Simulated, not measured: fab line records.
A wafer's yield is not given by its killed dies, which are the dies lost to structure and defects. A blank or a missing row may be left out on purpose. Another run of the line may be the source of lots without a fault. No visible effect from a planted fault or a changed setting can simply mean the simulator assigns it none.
Comparing a struck lot with a sound one + flow nand harc + 15 steps out of a route of 1302
Sound: the wafers L645.3, L645.4, L645.5. Struck: wafer L654.5 (left out: L654.2, L654.4 of the same lot, which were not struck); the cause appears at the end.
Per side, at each step with rows, come the tool, then ch with its chambers, and then its first start. Under that, the readings that differ: sound wafers + struck wafers + difference of the means + sigmas: that difference in standard deviations of wafers without a fault.
alike: same words and numbers on both sides, and readings whose means sit less than 2 such deviations apart. not compared: any withheld reading, any reading some wafer has no value for, any bound like >300 that may hide the same value, and any number with overlapping values for which the record gives no deviation.
A row with sigmas, a row that says differs or no value, or rows on one side alone: a step with any of these is where the two part. Numbers that have no deviation but don't overlap get no sigmas and don't part them. Lack of a reading on every wafer of one side parts them only where that side has two or more wafers.

first, 7 steps without rows for these wafers: NHARC_P_STI_COAT_41 (time 65 s); NHARC_P_STI_COAT_03 (resist thk 600 nm); NHARC_P_STI_SOFTBAKE_04 (time 70 s); NHARC_P_STI_EBR_05; NHARC_P_STI_EXPOSE_06 (exposes mask P STI, target cd 200 nm); NHARC_P_STI_PEB_07 (peb time 80 s); NHARC_P_STI_DEVELOP_08 (time 50 s).
NHARC_P_STI_CD_MEAS_09: target cd 200 nm.
  sound on cd sem-03 ch 0, day 2 19:55; struck on cd sem-03 ch 0, day 6 17:02
  alike: cd nm
NHARC_P_STI_OVL_MEAS_10:
  sound: overlay-02 at day 2 20:00; struck: overlay-01 at day 6 17:07
  alike: overlay x nm, overlay y nm
NHARC_P_STI_INSPECT_11:
  sound: defect inspect-01 at day 2 20:02; struck: defect inspect-02 at day 6 17:09
  alike: raw defect count
then, 1 step without rows for these wafers: NHARC_P_STI_HARDBAKE_13 (time 65 s).
NHARC_P_STI_DESCUM_14: chemistry O2, time 3 s.
  sound on rie diel-12 ch 1,2,3, day 2 20:12; struck on rie diel-01 ch 1, day 6 17:17
| reading               | sound             | struck | difference | sigmas |
|-----------------------|-------------------|--------|------------|--------|
| oes product au (a.u.) | 0.978 0.995 0.991 | 1.011  | +0.023     | +2     |
  alike: drypump motor current A, rf vpp V, showerhead plenum p Torr, throttle valve pct
  not compared: rf hours counter h
NHARC_P_STI_ETCH_42: etches the open film in N2/H2, target depth 80 nm, overetch 24 nm, time 61 s.
  sound on rie diel-12 ch 1,3, day 2 20:17; struck on rie diel-01 ch 2, day 6 17:22
| reading               | sound             | struck | difference | sigmas |
|-----------------------|-------------------|--------|------------|--------|
| oes product au (a.u.) | 1.003 0.978 0.995 | 0.851  | -0.141     | -14    |
  alike: bias w, drypump motor current A, rf vpp V, showerhead plenum p Torr, throttle valve pct
  not compared: rf hours counter h
NHARC_P_STI_ETCH_31: etches the open film in CF4/CHF3, target depth 108.9 nm, time 54.5 s.
  sound on rie diel-12 ch 2,3; struck on rie diel-01 ch 0
  alike: bias w, drypump motor current A, oes product au, rf vpp V, showerhead plenum p Torr, throttle valve pct
  not compared: rf hours counter h
-- record jumps: 23 days between struck wafers' starts before vs after; left off in module P_STI, resumes in module END, first step shown is number 1302 of the route --
NHARC_END_SORT_01:
  only the struck wafers appear in the record here, on prober-01 ch 0 at day 29 19:07; the sound ones have no rows

## WHERE THEY PART
First at NHARC_P_STI_DESCUM_14; last, within this record, at NHARC_END_SORT_01.

WHY: the cause the simulator had injected
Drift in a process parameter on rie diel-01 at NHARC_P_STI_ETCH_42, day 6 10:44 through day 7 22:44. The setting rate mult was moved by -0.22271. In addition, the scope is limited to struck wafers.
